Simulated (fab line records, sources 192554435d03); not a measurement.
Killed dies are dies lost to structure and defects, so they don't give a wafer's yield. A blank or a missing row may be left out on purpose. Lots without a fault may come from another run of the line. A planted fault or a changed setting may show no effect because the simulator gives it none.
Split-lot experiment | flow n5_finfet | 7 lots, 39 wafers read, on a route of 1938 steps

THE SPLIT
At N5_HKMG_FIN_HK_ALD_01 (deposits HfO2, target thk 1.6 nm, pulse time 3 s, purge time 3 s), the setting ald_cycles was moved away from the recipe's 30 on 12 of the 39 wafers read, by -56.7% to +53.3%. The other wafers ran this setting at the recipe's value.

FROM THE SPLIT TO THE READING: what the file shows between them, 4 steps
- N5_HKMG_FIN_HK_ANNEAL_02: time 30 s
- N5_HKMG_FIN_ALD_74: deposits La2O3, target thk 0.5 nm, pulse time 6 s, co reactant pulse time 1 s
- N5_HKMG_FIN_WET_ETCH_82: etches La2O3 in dHCl, stops on HfO2, target depth 2 nm, rinse time 30 s
- N5_HKMG_FIN_ALD_36: deposits TiN, target thk 1 nm, pulse time 1 s, purge time 3 s

THE READING
HK_THK, in nm, at N5_HKMG_FIN_THK_MEAS_70 (measures by xrf). Fault-free wafers of this fab line usually give 1.614 nm, standard deviation 0.019 nm.

wafer  | tool, chamber at the split | ald_cycles as run | against the recipe | HK_THK, nm | against lot-mates on the recipe
L075.1 | ald_hk-02, 1,2,3,0,1,0     | 30                | recipe             | 1.586      | -
L075.2 | ald_hk-02, 1,2,3,0,1,0     | 30                | recipe             | 1.617      | -
L075.3 | ald_hk-02, 1,2,3,0,1,0     | 30                | recipe             | 1.610      | -
L075.4 | ald_hk-02, 1,2,3,0,1,0     | 30                | recipe             | 1.597      | -
L075.5 | ald_hk-02, 1,2,3,0,1,0     | 30                | recipe             | 1.599      | -
L075.6 | ald_hk-02, 1,2,3,0,1,0     | 30                | recipe             | 1.606      | -
L078.1 | ald_hk-02, 0,2,3           | 30                | recipe             | 1.593      | -
L078.4 | ald_hk-02, 0,2,3           | 30                | recipe             | 1.609      | -
L078.5 | ald_hk-02, 0,2,3           | 30                | recipe             | 1.608      | -
L082.1 | ald_hk-01, 0,1,1           | 15                | -50.0%             | 0.799      | -0.833
L082.2 | ald_hk-01, 0,1,1           | 15                | -50.0%             | 0.824      | -0.808
L082.3 | ald_hk-01, 3,2,0           | 30                | recipe             | 1.626      | -
L082.4 | ald_hk-01, 3,2,0           | 30                | recipe             | 1.636      | -
L082.5 | ald_hk-01, 3,2,0           | 30                | recipe             | 1.635      | -
L082.6 | ald_hk-01, 0,1,1           | 15                | -50.0%             | 0.825      | -0.807
L083.1 | ald_hk-01, 3,1,0,2,0,3     | 30                | recipe             | 1.634      | -
L083.2 | ald_hk-01, 3,1,0,2,0,3     | 30                | recipe             | 1.629      | -
L083.3 | ald_hk-01, 3,1,0,2,0,3     | 30                | recipe             | 1.617      | -
L083.4 | ald_hk-01, 3,1,0,2,0,3     | 30                | recipe             | 1.615      | -
L083.5 | ald_hk-01, 3,1,0,2,0,3     | 30                | recipe             | 1.602      | -
L083.6 | ald_hk-01, 3,1,0,2,0,3     | 30                | recipe             | 1.605      | -
L084.1 | ald_hk-02, 1,0,1           | 46                | +53.3%             | 2.495      | +0.878
L084.2 | ald_hk-02, 2,3,0           | 30                | recipe             | 1.607      | -
L084.3 | ald_hk-02, 2,3,0           | 30                | recipe             | 1.617      | -
L084.4 | ald_hk-02, 1,0,1           | 46                | +53.3%             | 2.489      | +0.872
L084.5 | ald_hk-02, 2,3,0           | 30                | recipe             | 1.626      | -
L084.6 | ald_hk-02, 1,0,1           | 46                | +53.3%             | 2.477      | +0.860
L086.1 | ald_hk-03, 1,1,0           | 30                | recipe             | 1.603      | -
L086.2 | ald_hk-03, 3,0,2           | 13                | -56.7%             | 0.705      | -0.900
L086.3 | ald_hk-03, 3,0,2           | 13                | -56.7%             | 0.683      | -0.922
L086.4 | ald_hk-03, 3,0,2           | 13                | -56.7%             | 0.695      | -0.910
L086.5 | ald_hk-03, 1,1,0           | 30                | recipe             | 1.618      | -
L086.6 | ald_hk-03, 1,1,0           | 30                | recipe             | 1.593      | -
L089.1 | ald_hk-01, 1,2,0           | 35                | +16.7%             | 1.871      | +0.260
L089.2 | ald_hk-01, 1,2,0           | 35                | +16.7%             | 1.907      | +0.296
L089.3 | ald_hk-01, 3,0,3           | 30                | recipe             | 1.600      | -
L089.4 | ald_hk-01, 3,0,3           | 30                | recipe             | 1.616      | -
L089.5 | ald_hk-01, 3,0,3           | 30                | recipe             | 1.618      | -
L089.6 | ald_hk-01, 1,2,0           | 35                | +16.7%             | 1.883      | +0.272
Where a row lists several chambers, the file gives one row for several wafers and doesn't say which wafer went through which chamber.

THE FIT
A straight line over all 39 wafers: HK_THK changes by +0.0162 nm for each +1% of ald_cycles; r = +1.00; the points scatter about the line by 0.014 nm.
The same after taking each lot's own level away (the mean of its wafers on the recipe; 39 wafers): +0.0162 nm for each +1%; r = +1.00; scatter 0.011 nm.
On that fit, the largest move of ald_cycles shifts the reading by 0.92 nm.
The lots' own levels span 1.6025 to 1.6323 nm, that is 1.6 times the standard deviation above.
So the lot-to-lot level changes the slope little: the two slopes agree.
Check: with one of the wafers moved furthest among these (-56.7%) left out of the fit, the line predicts -0.922 nm for it against its lot-mates. It came out at -0.9 nm against them.

OTHER SPLITS ON THESE WAFERS
These wafers also went through other splits before the reading. Each is held against what the fit with the lots' levels taken away leaves over:
other split on the same wafers          | wafers away from the commonest value | r with HK_THK (lot level and that fit taken away)
N5_ZERO_LAYER_DEVELOP_10 develop_time_s | 12                                   | -0.10
N5_FIN_SAQP_ETCH_65 time_s              | 12                                   | +0.08
N5_SD_EPI_N_ETCH_16 target_depth_a      | 15                                   | +0.12

THE WHOLE CHAIN: every reading that the file lists as answering this split, in the file's order
step                    | what it does                                                     | reading                                                                            | change (the file's fit)                | r (the file's)
N5_HKMG_FIN_HK_ALD_01   | deposits HfO2, target thk 1.6 nm, pulse time 3 s, purge time 3 s | HfO2_of_HKMG_FIN_HK_ALD_01.thk_nm (the simulator's own value, which no gauge read) | +0.0162 nm for each +1% of the setting | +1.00
N5_HKMG_FIN_THK_MEAS_70 | measures by xrf                                                  | HK_THK                                                                             | +0.0162 for each +1% of the setting    | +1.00

THE FILE'S OWN FIT
HK_THK changes by +0.0162 nm for each +1% of ald_cycles, r = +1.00.
